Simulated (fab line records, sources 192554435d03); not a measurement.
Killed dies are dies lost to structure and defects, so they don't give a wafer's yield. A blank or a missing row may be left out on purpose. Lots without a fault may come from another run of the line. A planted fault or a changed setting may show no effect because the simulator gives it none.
fab line records | flow n5_finfet | part 1 of 2: steps 1 to 21 of 32
record lots=5 wafers=15 last_day=16
route steps=1938 shown MIM_BOT_ETCH@1869 PASS1_CAP@1873 TV_LITHO@1875 TV_OPEN@1887 PAD_METAL@1893 PASSIVATION@1897
lots that met no fault: from a run of the same line without faults
start_h: hours from the record's first day to the start of the lot's first wafer shown | wait_h: hours since the lot's step before | " the same as in the row above | L1.1+2: a row that stands for several wafers | - no value, or no start given | * or withheld: withheld | < > ~ a bound
route shown NAME@n: a module of which the file shows steps, and the number in the route of the first | usual: mean/standard deviation of fault-free wafers | same: alike in all rows | chamber/n: place in a boat | sites: the reading at each site | _std_site: their standard deviation | _edge_site: outer sites' mean less inner sites' | radius_mm: how far each site lies from the wafer's centre | mask NAME#n: copy n | behind: the tool/chamber that last shaped the wafer | hold: why the lot was held/for how many hours/how that ended | device: the transistor (n, p or np) that didn't switch | end of line: the same wafers' tests at the end of the route | a step without rows: its recipe alone | killed: dies lost to structure and defects at the first sort, not the wafer's yield | map: a wafer's dies, x killed, . not, _ none there
set.NAME: the setting as run; set.NAME@STEP: as run at that earlier step | model.NAME: the simulator's own value behind a step, which no gauge read
lots at some steps of the route; a table a step, a row a wafer
services: from which hour (start_h, from the record's first day; less than 0 if before it) a tool's chamber was out of use, for how many hours, and why
## steps
# step N5_MIM_BOT_ETCH_STRIP_01
# recipe chemistry=O2 power_w=600 temp_c=60 pressure_mtorr=30 rf_frequency_hz=6e+07 bias_power_w=0 overash_fraction=0.5 o2_flow_sccm=225
# usual chamber_pressure_mTorr=30.00/0.078 drypump_motor_current_A=5.6/0.42 oes_product_au=0.80/0.089 rf_vpp_V=3.6/1.4 showerhead_plenum_p_Torr=2.08/0.077 throttle_valve_pct=16.68/0.17
# columns lot.wafer tool chamber start_h wait_h chamber_pressure_mTorr drypump_motor_current_A oes_product_au rf_hours_counter_h rf_vpp_V showerhead_plenum_p_Torr throttle_valve_pct
L079.1 rie_diel-03 0 284.51 0.1 30.22 6.1 0.77 140 2.5 2.02 16.80
L079.3 " 2 " " 30.04 6.1 0.70 209 3.5 2.00 16.83
L079.5 " 3 " " 30.10 5.6 0.85 - 5.0 2.03 16.61
L085.4 rie_diel-05 1 319.43 0.2 30.08 5.2 0.68 236 4.4 2.07 16.83
L085.5 " 2 " " 30.00 5.7 0.71 - 4.9 2.16 16.51
L085.6 " 3 " " 29.95 5.2 0.83 - 2.1 2.03 16.77
L089.1 rie_diel-03 0 352.23 0.1 29.92 6.1 0.76 164 2.8 2.02 16.81
L089.3 " 3 " " 30.15 5.7 0.81 101 6.2 2.02 16.65
L089.4 " 2 " " 29.99 6.2 0.67 232 4.2 1.99 16.90
L091.3 rie_diel-05 0 360.01 0.1 29.92 5.7 0.98 2 2.9 2.05 16.47
L091.4 " 0 " " 29.95 5.7 0.97 - 4.1 2.05 16.38
L091.5 " 3 " " 29.88 5.2 0.82 - 5.6 2.03 16.80
L094.1 rie_diel-03 3 377.94 0.1 29.97 5.6 0.82 110 4.9 2.02 16.61
L094.2 " 1 " " 30.00 5.3 0.83 80 1.3 2.15 16.90
L094.6 " 2 " " 29.91 6.2 0.68 - 4.8 1.99 16.92
# step N5_MIM_BOT_ETCH_STRIP_02
# recipe chemistry=post_etch_residue_remover time_s=1200 temp_c=72.5
# usual bath_guard_temp_C=72.7/0.41
# columns lot.wafer tool chamber start_h wait_h bath_guard_temp_C
L079.1 wet_bench-05 3 284.58 - 72.6
L079.3 " 1 " " 72.1
L079.5 " 2 " " 73.0
L085.4 wet_bench-05 4 319.49 - 72.6
L085.5 " 0 " " 73.2
L085.6 " 5 " " 72.2
L089.1 wet_bench-06 7 352.30 - 73.0
L089.3 " 5 " " 72.6
L089.4 " 6 " " 72.5
L091.3 wet_bench-01 4 360.08 - 71.5
L091.4 " 2 " " 72.4
L091.5 " 3 " " 72.9
L094.1 wet_bench-06 7 378.01 - 73.1
L094.2 " 3 " " 72.6
L094.6 " 4 " " 72.0
# step N5_MIM_BOT_ETCH_CLEAN_05
# recipe chemistry=IPA time_s=180 temp_c=25
# columns lot.wafer tool chamber start_h wait_h
L079.1+3+5 wet_bench-05 3,1,2 284.91 0.0
L085.4+5+6 wet_bench-05 4,0,5 319.83 0.0
L089.1+3+4 wet_bench-06 7,5,6 352.63 0.0
L091.3+4+5 wet_bench-01 4,2,3 360.41 0.0
L094.1+2+6 wet_bench-06 7,3,4 378.34 0.0
# step N5_MIM_BOT_ETCH_SRD_06
# recipe dry=ipa_marangoni time_s=30 temp_c=23 rinse_liquid=diw
# columns lot.wafer tool chamber start_h wait_h
L079.1+3+5 wet_bench-05 3,1,2 284.97 0.0
L085.4+5+6 wet_bench-05 4,0,5 319.88 0.0
L089.1+3+4 wet_bench-06 7,5,6 352.68 0.0
L091.3+4+5 wet_bench-01 4,2,3 360.46 0.0
L094.1+2+6 wet_bench-06 7,3,4 378.40 0.0
# step N5_PASSIVATION_PECVD_55
# recipe material=SiO2 target_thk_a=4000 temp_c=400 precursor=SiH4/N2O pressure_torr=2.7 rf_w=608 time_s=22.5
# usual heater_power_w=667/75 rf_fwd_power_W=600.0/2.5 showerhead_plenum_p_Torr=8.19/0.1 throttle_valve_pct=51/3.5
# columns lot.wafer tool chamber start_h wait_h heater_power_w rf_fwd_power_W showerhead_plenum_p_Torr throttle_valve_pct
L079.1 pecvd-01 1 285.01 0.0 700 596.8 8.26 52
L079.3 " 2 " " 761 601.0 8.25 46
L079.5 " 0 " " 590 600.4 8.07 50
L085.4 pecvd-01 2 319.94 0.0 707 602.7 8.26 46
L085.5 " 2 " " 725 603.9 8.24 46
L085.6 " 1 " " 845 599.8 8.24 52
L089.1 pecvd-02 1 352.73 0.0 588 599.2 8.15 53
L089.3 " 2 " " 626 600.9 8.23 50
L089.4 " 1 " " 619 603.4 8.14 52
L091.3 pecvd-04 1 360.52 0.0 624 599.2 8.13 56
L091.4 " 2 " " 724 599.4 8.36 46
L091.5 " 1 " " 646 597.2 8.11 57
L094.1 pecvd-01 1 378.44 0.0 837 600.7 8.25 52
L094.2 " 2 " " 591 600.4 8.24 47
L094.6 " 2 " " 640 600.8 8.23 47
# step N5_PASSIVATION_PECVD_01
# recipe material=SiNx target_thk_a=2000 temp_c=400 precursor=SiH4/NH3/N2 pressure_torr=4.9 rf_w=1406 time_s=43.2
# usual heater_power_w=391/71 rf_fwd_power_W=1393/5.9 showerhead_plenum_p_Torr=8.69/0.071 throttle_valve_pct=28.7/1.9
# columns lot.wafer tool chamber start_h wait_h heater_power_w rf_fwd_power_W showerhead_plenum_p_Torr throttle_valve_pct
L079.1 pecvd-01 1 285.05 0.0 546 1390 8.76 29.2
L079.3 " 2 " " 384 1401 8.71 26.3
L079.5 " 0 " " 289 1395 8.63 28.3
L085.4 pecvd-01 2 320.00 0.0 441 1392 8.72 26.4
L085.5 " 2 " " 444 1396 8.74 26.4
L085.6 " 1 " " 453 1389 8.72 29.2
L089.1 pecvd-02 1 352.76 0.0 450 1389 8.69 29.6
L089.3 " 2 " " 276 1384 8.72 28.6
L089.4 " 1 " " 455 1392 8.67 29.7
L091.3 pecvd-04 1 360.55 0.0 394 1394 8.66 31.7
L091.4 " 2 " " 457 1387 8.80 25.9
L091.5 " 1 " " 402 1397 8.67 31.6
L094.1 pecvd-01 1 378.48 0.0 444 1394 8.73 29.5
L094.2 " 2 " " 353 1403 8.73 26.3
L094.6 " 2 " " 370 1397 8.75 26.5
# step N5_PASSIVATION_HMDS_03
# recipe time_s=60 temp_c=120
# columns lot.wafer tool chamber start_h wait_h
L079.1+3+5 litho_track-05 0 285.43 0.4
L085.4+5+6 litho_track-03 0 320.26 0.2
L089.1+3+4 litho_track-03 0 352.84 0.1
L091.3+4+5 litho_track-03 0 362.75 2.2
L094.1+2+6 litho_track-01 0 379.00 0.5
# step N5_PASSIVATION_COAT_04
# recipe spin_rpm=* resist_thk_nm=*
# columns lot.wafer tool chamber start_h wait_h
L079.1+3+5 litho_track-05 0 - -
L085.4+5+6 litho_track-03 0 - -
L089.1+3+4 litho_track-03 0 - -
L091.3+4+5 litho_track-03 0 - -
L094.1+2+6 litho_track-01 0 - -
# step N5_PASSIVATION_EBR_06
# recipe solvent=PGMEA ebr_width_mm=1.5
# columns lot.wafer tool chamber start_h wait_h
L079.1+3+5 litho_track-05 0 - -
L085.4+5+6 litho_track-03 0 - -
L089.1+3+4 litho_track-03 0 - -
L091.3+4+5 litho_track-03 0 - -
L094.1+2+6 litho_track-01 0 - -
# step N5_PASSIVATION_SOFTBAKE_05
# recipe temp_c=100 time_s=90
# columns lot.wafer tool chamber start_h wait_h
L079.1+3+5 litho_track-05 0 - -
L085.4+5+6 litho_track-03 0 - -
L089.1+3+4 litho_track-03 0 - -
L091.3+4+5 litho_track-03 0 - -
L094.1+2+6 litho_track-01 0 - -
# step N5_PASSIVATION_EXPOSE_07
# recipe mask_id=TV na=0.55 source_shape=conventional sigma_outer=0.8 polarization=unpolarized defocus_nm=0 target_cd_nm=3000 dose_mj=22.75
# columns lot.wafer tool chamber start_h wait_h mask
L079.1+3+5 krf_scanner-02 0 285.66 - TV#0
L085.4+5+6 krf_scanner-02 0 320.51 - TV#0
L089.1+3+4 krf_scanner-01 0 353.08 - TV#0
L091.3+4+5 krf_scanner-01 0 362.87 - TV#0
L094.1+2+6 krf_scanner-01 0 379.11 - TV#0
# step N5_PASSIVATION_PEB_08
# recipe peb_temp_c=withheld peb_time_s=*
# columns lot.wafer tool chamber start_h wait_h
L079.1+3+5 litho_track-03 0 285.72 0.1
L085.4+5+6 litho_track-05 0 320.55 0.0
L089.1+3+4 litho_track-05 0 353.13 0.1
L091.3+4+5 litho_track-01 0 362.91 0.0
L094.1+2+6 litho_track-03 0 379.16 0.1
# step N5_PASSIVATION_DEVELOP_09
# recipe develop_time_s=60 rinse_liquid=diw dry=air_spin dev_temp_c=21
# columns lot.wafer tool chamber start_h wait_h
L079.1+3+5 litho_track-03 0 - -
L085.4+5+6 litho_track-05 0 - -
L089.1+3+4 litho_track-05 0 - -
L091.3+4+5 litho_track-01 0 - -
L094.1+2+6 litho_track-03 0 - -
# step N5_PASSIVATION_HARDBAKE_11
# recipe temp_c=130 time_s=120
# columns lot.wafer tool chamber start_h wait_h
L079.1+3+5 litho_track-03 0 - -
L085.4+5+6 litho_track-05 0 - -
L089.1+3+4 litho_track-05 0 - -
L091.3+4+5 litho_track-01 0 - -
L094.1+2+6 litho_track-03 0 - -
# step N5_PASSIVATION_CD_MEAS_10
# recipe target_cd_nm=3000 landing_energy_ev=500 detector=se_inlens
# usual cd_nm=2999.1/2.6
# columns lot.wafer tool chamber start_h wait_h cd_nm
L079.1 cd_sem-01 0 285.84 - 2994.7
L079.3 " 0 " " 2999.6
L079.5 " 0 " " 2995.5
L085.4 cd_sem-02 0 320.67 - 3001.5
L085.5 " 0 " " 3001.1
L085.6 " 0 " " 2999.8
L089.1 cd_sem-03 0 353.25 - 3000.5
L089.3 " 0 " " 2997.9
L089.4 " 0 " " 3000.5
L091.3 cd_sem-03 0 363.04 - 2997.7
L091.4 " 0 " " 3000.9
L091.5 " 0 " " 2995.6
L094.1 cd_sem-01 0 379.28 - 2994.6
L094.2 " 0 " " 2997.2
L094.6 " 0 " " 2995.4
# step N5_PASSIVATION_OVL_MEAS_60
# recipe points_per_wafer=44
# usual TV_OVL=-3/5
# same points_per_wafer=44
# columns lot.wafer tool chamber start_h wait_h TV_OVL[nm]
L079.1 overlay-01 0 285.87 0.0 -1
L079.3 " 0 " " -2
L079.5 " 0 " " 2
L085.4 overlay-02 0 320.69 0.0 -7
L085.5 " 0 " " -11
L085.6 " 0 " " -12
L089.1 overlay-02 0 353.28 0.0 5
L089.3 " 0 " " -2
L089.4 " 0 " " 3
L091.3 overlay-02 0 363.06 0.0 -10
L091.4 " 0 " " 1
L091.5 " 0 " " -10
L094.1 overlay-02 0 379.31 0.0 -5
L094.2 " 0 " " -7
L094.6 " 0 " " -3
# step N5_PASSIVATION_INSPECT_61
# recipe mode=adi inspect_instrument=macro
# usual raw_defect_count=2.0/1.5
# columns lot.wafer tool chamber start_h wait_h raw_defect_count
L079.1 defect_inspect-02 - 285.89 0.0 2
L079.3 " - " " 1
L079.5 " - " " 2
L085.4 defect_inspect-02 - 320.72 0.0 1
L085.5 " - " " 2
L085.6 " - " " 2
L089.1 defect_inspect-01 - 353.31 0.0 0
L089.3 " - " " 1
L089.4 " - " " 3
L091.3 defect_inspect-02 - 363.09 0.0 2
L091.4 " - " " 0
L091.5 " - " " 4
L094.1 defect_inspect-01 - 379.34 0.0 2
L094.2 " - " " 3
L094.6 " - " " 3
# step N5_PASSIVATION_DESCUM_12
# recipe chemistry=O2 time_s=7.9 source_power_w=50 bias_power_w=20 pressure_mtorr=20 rf_frequency_hz=2.712e+07 temp_c=40 o2_flow_sccm=225
# usual chamber_pressure_mTorr=20.002/0.017 drypump_motor_current_A=5.5/0.44 oes_product_au=0.80/0.098 rf_fwd_power_W=49.66/0.17 rf_vpp_V=243.4/1.4 showerhead_plenum_p_Torr=2.11/0.069 throttle_valve_pct=20.33/0.28
# columns lot.wafer tool chamber start_h wait_h chamber_pressure_mTorr drypump_motor_current_A oes_product_au rf_fwd_power_W rf_hours_counter_h rf_vpp_V showerhead_plenum_p_Torr throttle_valve_pct
L079.1 rie_diel-04 2 285.99 0.1 20.014 4.7 0.85 49.77 55 244.7 2.20 20.20
L079.3 " 0 " " 19.984 5.4 0.88 49.53 46 242.0 2.05 20.31
L079.5 " 0 " " 19.999 5.4 0.87 49.49 - 241.8 2.05 20.31
L085.4 rie_diel-04 1 320.78 0.1 19.994 5.1 0.91 49.71 - 242.7 2.11 19.98
L085.5 " 2 " " 19.997 4.7 0.84 49.64 - 245.6 2.20 20.21
L085.6 " 3 " " 20.013 5.9 0.99 49.63 - 246.2 2.24 20.57
L089.1 rie_diel-01 3 353.41 0.1 20.011 5.7 0.66 49.99 247 243.9 2.13 20.38
L089.3 " 1 " " 19.974 6.0 0.87 49.60 53 243.6 2.04 19.93
L089.4 " 2 " " 20.029 5.4 0.67 49.44 232 242.6 2.07 20.64
L091.3 rie_diel-04 1 363.12 0.0 20.045 5.1 0.88 49.77 49 243.3 2.11 19.98
L091.4 " 0 " " 19.996 5.4 0.85 49.56 65 242.1 2.04 20.33
L091.5 " 3 " " 19.997 5.9 0.93 49.75 - 244.7 2.24 20.57
L094.1 rie_diel-04 0 379.37 0.0 19.992 5.4 0.84 49.31 69 240.8 2.04 20.34
L094.2 " 3 " " 19.995 5.9 0.92 49.80 17 245.2 2.24 20.58
L094.6 " 0 " " 20.017 5.4 0.84 49.41 - 242.0 2.04 20.35
# step N5_PASSIVATION_PASS_ETCH_74
# recipe chemistry=CF4/O2 target=SiNx target_depth_a=2200 time_s=110 ion_energy_ev=100 pressure_mtorr=40 source_w=535 bias_w=49 Ar_flow_sccm=100 cf4_flow_sccm=100 O2_flow_sccm=10
# usual bias_w=49.00/0.13 chamber_pressure_mTorr=40.00/0.037 drypump_motor_current_A=5.5/0.43 mfc_ar_sccm=100.0/0.31 oes_ar_750_au=0.81/0.093 oes_product_au=0.81/0.098 rf_fwd_power_W=532.4/1.5 rf_vpp_V=239/4.1 showerhead_plenum_p_Torr=2.23/0.07 throttle_valve_pct=15.93/0.29
# columns lot.wafer tool chamber start_h wait_h bias_w chamber_pressure_mTorr drypump_motor_current_A mfc_ar_sccm oes_ar_750_au oes_product_au rf_fwd_power_W rf_hours_counter_h rf_vpp_V showerhead_plenum_p_Torr throttle_valve_pct
L079.1 rie_diel-04 2 286.06 0.0 48.83 39.99 4.7 100.0 0.85 0.86 532.8 55 240 2.34 15.88
L079.3 " 0 " " 49.06 39.93 5.4 100.1 0.87 0.88 530.7 46 242 2.15 15.79
L079.5 " 0 " " 49.31 40.03 5.4 100.4 0.88 0.89 531.0 - 241 2.16 15.79
L085.4 rie_diel-04 1 320.86 0.0 48.78 39.95 5.1 100.0 0.89 0.91 533.2 - 239 2.24 15.61
L085.5 " 2 " " 49.07 39.94 4.8 99.9 0.83 0.84 531.1 - 239 2.34 15.90
L085.6 " 3 " " 49.05 39.98 5.9 99.3 0.95 0.99 532.0 - 241 2.34 16.00
L089.1 rie_diel-01 3 353.47 0.0 48.93 40.03 5.7 100.1 0.67 0.68 530.4 248 233 2.27 16.13
L089.3 " 1 " " 49.08 40.02 6.0 99.8 0.89 0.90 532.1 53 243 2.15 15.51
L089.4 " 2 " " 48.87 40.02 5.4 99.8 0.70 0.68 530.0 232 234 2.17 16.25
L091.3 rie_diel-04 1 363.19 0.0 49.04 40.03 5.1 100.1 0.88 0.88 533.1 49 241 2.23 15.64
L091.4 " 0 " " 49.26 40.00 5.4 100.0 0.85 0.85 531.9 65 239 2.15 15.81
L091.5 " 3 " " 48.90 39.97 5.9 100.2 0.91 0.94 530.9 - 242 2.34 16.02
L094.1 rie_diel-04 0 379.44 0.0 49.06 39.98 5.4 99.4 0.85 0.86 531.5 69 238 2.15 15.83
L094.2 " 3 " " 49.09 40.03 5.9 100.2 0.90 0.91 530.9 17 244 2.34 16.04
L094.6 " 0 " " 49.05 40.03 5.4 99.2 0.84 0.86 534.6 - 240 2.15 15.84
# step N5_PASSIVATION_VIA_ETCH_13
# recipe chemistry=CHF3/O2 target=SiO2 target_depth_a=6600 CHF3_flow_sccm=50 O2_flow_sccm=5 Ar_flow_sccm=200 time_s=330 mask_material=PR pressure_mtorr=30 source_w=650 bias_w=170 ion_energy_ev=200 ends=cleared
# usual bias_w=170.0/0.47 chamber_pressure_mTorr=30.002/0.028 drypump_motor_current_A=5.5/0.44 etch_rf_on_time_s=233/5.7 mfc_ar_sccm=200.0/0.61 oes_ar_750_au=0.80/0.091 oes_product_au=0.72/0.088 rf_fwd_power_W=647.7/2.1 rf_vpp_V=521/8.9 showerhead_plenum_p_Torr=2.44/0.074 throttle_valve_pct=18.82/0.26
# columns lot.wafer tool chamber start_h wait_h bias_w chamber_pressure_mTorr drypump_motor_current_A etch_rf_on_time_s mfc_ar_sccm oes_ar_750_au oes_product_au rf_fwd_power_W rf_hours_counter_h rf_vpp_V showerhead_plenum_p_Torr throttle_valve_pct
L079.1 rie_diel-04 2 286.15 0.0 169.2 30.014 4.7 233 200.5 0.85 0.77 651.7 55 523 2.56 18.76
L079.3 " 0 " " 170.3 30.011 5.4 233 200.3 0.88 0.79 645.2 46 525 2.35 18.69
L079.5 " 0 " " 169.7 29.999 5.4 232 200.6 0.88 0.79 646.7 - 524 2.35 18.69
L085.4 rie_diel-04 1 321.01 0.1 170.1 30.083 5.1 237 200.3 0.89 0.81 645.5 - 521 2.45 18.53
L085.5 " 2 " " 169.2 30.010 4.7 235 200.6 0.84 0.76 647.8 - 522 2.55 18.78
L085.6 " 3 " " 170.8 29.964 5.9 233 200.5 0.96 0.89 645.9 - 530 2.54 18.82
L089.1 rie_diel-01 3 353.56 0.0 168.9 30.016 5.7 237 200.0 0.68 0.60 648.2 248 507 2.47 18.95
L089.3 " 1 " " 169.9 29.982 6.0 226 200.9 0.89 0.80 646.0 53 531 2.36 18.44
L089.4 " 2 " " 170.0 29.929 5.4 246 200.1 0.69 0.61 650.3 232 513 2.38 19.14
L091.3 rie_diel-04 1 363.28 0.0 170.3 30.004 5.1 230 200.4 0.87 0.80 648.7 49 523 2.45 18.55
L091.4 " 0 " " 170.6 30.027 5.4 234 200.0 0.85 0.77 646.5 65 525 2.35 18.71
L091.5 " 3 " " 170.5 30.046 5.9 233 200.5 0.91 0.83 649.3 - 527 2.54 18.85
L094.1 rie_diel-04 0 379.53 0.0 169.7 29.988 5.4 234 200.4 0.85 0.76 647.2 70 522 2.34 18.73
L094.2 " 3 " " 170.7 30.001 5.9 230 199.8 0.90 0.83 647.8 17 527 2.54 18.84
L094.6 " 0 " " 170.1 30.043 5.4 237 199.6 0.83 0.77 648.4 - 522 2.34 18.74
# step N5_PASSIVATION_STRIP_14
# recipe chemistry=O2 power_w=600 temp_c=60 pressure_mtorr=30 rf_frequency_hz=6e+07 bias_power_w=0 overash_fraction=0.5 o2_flow_sccm=225
# usual chamber_pressure_mTorr=29.99/0.053 drypump_motor_current_A=5.5/0.43 oes_product_au=0.80/0.098 rf_vpp_V=3.8/0.91 showerhead_plenum_p_Torr=2.12/0.069 throttle_valve_pct=16.59/0.28
# columns lot.wafer tool chamber start_h wait_h chamber_pressure_mTorr drypump_motor_current_A oes_product_au rf_hours_counter_h rf_vpp_V showerhead_plenum_p_Torr throttle_valve_pct
L079.1 rie_diel-04 2 286.35 0.1 30.01 4.7 0.86 55 3.8 2.21 16.40
L079.3 " 0 " " 29.93 5.4 0.89 47 4.0 2.05 16.47
L079.5 " 0 " " 29.93 5.4 0.88 - 2.1 2.05 16.49
L085.4 rie_diel-04 1 321.13 0.0 29.96 5.1 0.92 - 4.8 2.12 16.21
L085.5 " 2 " " 29.93 4.7 0.85 - 2.6 2.20 16.45
L085.6 " 3 " " 29.94 5.9 0.98 - 3.4 2.25 16.72
L089.1 rie_diel-01 3 353.76 0.1 30.10 5.7 0.67 248 2.1 2.14 16.68
L089.3 " 1 " " 29.97 6.0 0.89 53 3.3 2.04 16.24
L089.4 " 2 " " 29.98 5.4 0.66 232 3.3 2.07 16.94
L091.3 rie_diel-04 1 363.48 0.1 29.98 5.1 0.88 49 3.6 2.11 16.27
L091.4 " 0 " " 29.96 5.4 0.86 65 2.5 2.05 16.55
L091.5 " 3 " " 29.94 5.9 0.93 - 4.3 2.24 16.77
L094.1 rie_diel-04 0 379.73 0.1 30.09 5.4 0.86 70 2.7 2.04 16.55
L094.2 " 3 " " 30.02 5.9 0.93 17 3.4 2.24 16.74
L094.6 " 0 " " 30.04 5.4 0.86 - 2.3 2.05 16.52
